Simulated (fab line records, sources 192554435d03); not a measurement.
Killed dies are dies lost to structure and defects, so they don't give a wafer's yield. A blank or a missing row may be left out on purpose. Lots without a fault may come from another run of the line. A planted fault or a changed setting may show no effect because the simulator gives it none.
fab line records | flow n5_finfet
record lots=7 wafers=39
route steps=1938 shown SD_EPI_P@307 MOL_CONTACT_COAG@559
start_h: hours from the record's first day to the start of the lot's first wafer shown | wait_h: hours since the lot's step before | " the same as in the row above | L1.1+2: a row that stands for several wafers | - no value, or no start given | * or withheld: withheld | < > ~ a bound
route shown NAME@n: a module of which the file shows steps, and the number in the route of the first | usual: mean/standard deviation of fault-free wafers | same: alike in all rows | chamber/n: place in a boat | sites: the reading at each site | _std_site: their standard deviation | _edge_site: outer sites' mean less inner sites' | radius_mm: how far each site lies from the wafer's centre | mask NAME#n: copy n | behind: the tool/chamber that last shaped the wafer | hold: why the lot was held/for how many hours/how that ended | device: the transistor (n, p or np) that didn't switch | end of line: the same wafers' tests at the end of the route | a step without rows: its recipe alone | killed: dies lost to structure and defects at the first sort, not the wafer's yield | map: a wafer's dies, x killed, . not, _ none there
set.NAME: the setting as run; set.NAME@STEP: as run at that earlier step | model.NAME: the simulator's own value behind a step, which no gauge read
lots whose settings were changed on purpose; a table a step, a row a wafer
## steps
# step N5_SD_EPI_P_ETCH_36
# recipe chemistry=CF4 target=SiARC target_depth_a=455 mask_material=CAR-ArF-block time_s=75.8 ion_energy_ev=80 pressure_mtorr=40 source_w=545 bias_w=36 Ar_flow_sccm=100 cf4_flow_sccm=100 ends=cleared
# usual rf_vpp_V=184.0/1.1
# columns lot.wafer tool chamber start_h wait_h set.bias_w rf_vpp_V
L075.1 rie_diel-02 3 63.24 0.0 36 185.0
L075.2 " 1 " " 36 184.1
L075.3 " 0 " " 36 184.6
L075.4 " 2 " " 36 184.4
L075.5 " 3 " " 36 184.2
L075.6 " 0 " " 36 183.4
L082.3 rie_diel-01 1 103.13 0.0 36 184.4
L082.4 " 0 " " 36 184.6
L082.6 " 3 " " 36 184.8
L089.1 rie_diel-01 2 144.67 0.0 36 184.0
L089.2 " 3 " " 36 183.6
L089.3 " 1 " " 39.48 195.6
L089.4 " 0 " " 39.48 195.7
L089.5 " 1 " " 39.48 196.4
L089.6 " 0 " " 36 186.0
L090.1 rie_diel-03 1 149.65 0.0 41.81 203.7
L090.2 " 3 " " 36 182.3
L090.3 " 0 " " 36 185.3
L090.4 " 2 " " 41.81 201.1
L090.5 " 1 " " 41.81 204.3
L090.6 " 2 " " 36 181.5
L091.1 rie_diel-02 0 156.31 0.0 36 184.6
L091.2 " 2 " " 36 183.3
L091.3 " 3 " " 36 183.9
L091.4 " 1 " " 36 181.8
L091.5 " 3 " " 36 184.3
L091.6 " 0 " " 36 184.6
L095.1 rie_diel-03 2 180.66 0.0 36 182.6
L095.2 " 0 " " 36 184.5
L095.3 " 3 " " 36 182.4
L095.4 " 1 " " 36 183.4
L095.5 " 1 " " 36 184.9
L095.6 " 2 " " 36 184.3
L097.1 rie_diel-01 2 190.07 0.0 32.43 171.8
L097.2 " 0 " " 32.43 170.2
L097.3 " 3 " " 36 184.4
L097.4 " 1 " " 36 181.9
L097.5 " 1 " " 36 183.7
L097.6 " 0 " " 32.43 173.1
# step N5_MOL_CONTACT_COAG_ALD_27
# recipe material=SiOC target_thk_a=170 temp_c=400 ald_precursor_family=carbosiloxane ald_co_reactant=H2-plasma pulse_time_s=1.5 time_s=2720 purge_time_s=2 co_reactant_purge_time_s=2 ald_cycles=340 pressure_torr=2
# columns lot.wafer tool chamber start_h wait_h set.ald_cycles model.SiOC_of_MOL_CONTACT_COAG_ALD_27.thk_nm
L075.1+2+3 ald_sin-03 3,2,1 101.91 0.0 397 19.8
L075.4+6 " 0,1 " " 340 16.8
L075.5 " 2 " " 340 17
L082.3 ald_sin-01 0 144.47 0.4 340 16.8
L082.4+6 " 1,0 " " 340 17
L089.1 ald_sin-03 0 187.76 0.5 340 16.8
L089.2+5 " 3,2 " " 340 17
L089.3 " 1 " " 286 14
L089.4 " 2 " " 286 14.4
L089.6 " 3 " " 286 14.2
L090.1+5+6 ald_sin-03 3,0,3 191.02 0.9 340 17
L090.2+4 " 0,1 " " 397 19.8
L090.3 " 2 " " 397 20
L091.1+3+5 ald_sin-04 1,0,1 196.26 0.0 360 18
L091.2+4+6 " 3,2,2 " " 340 17
L095.1+3+6 ald_sin-03 2,1,2 221.51 0.0 389 19.4
L095.2+4+5 " 0,3,3 " " 340 17
L097.1+5 ald_sin-01 0,3 233.84 0.0 340 17
L097.2+3+4 " 2,1,3 " " 307 15.2
L097.6 " 0 " " 340 16.8
## key
split step=N5_SD_EPI_P_ETCH_36 setting=bias_w stated=36 by=wafer
response step=N5_SD_EPI_P_ETCH_36 reading=rf_vpp_V change=+1.21 per=1% r=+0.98
split step=N5_MOL_CONTACT_COAG_ALD_27 setting=ald_cycles stated=340 by=wafer
response step=N5_MOL_CONTACT_COAG_ALD_27 reading=model.SiOC_of_MOL_CONTACT_COAG_ALD_27.thk_nm change=+0.172 per=1% r=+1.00
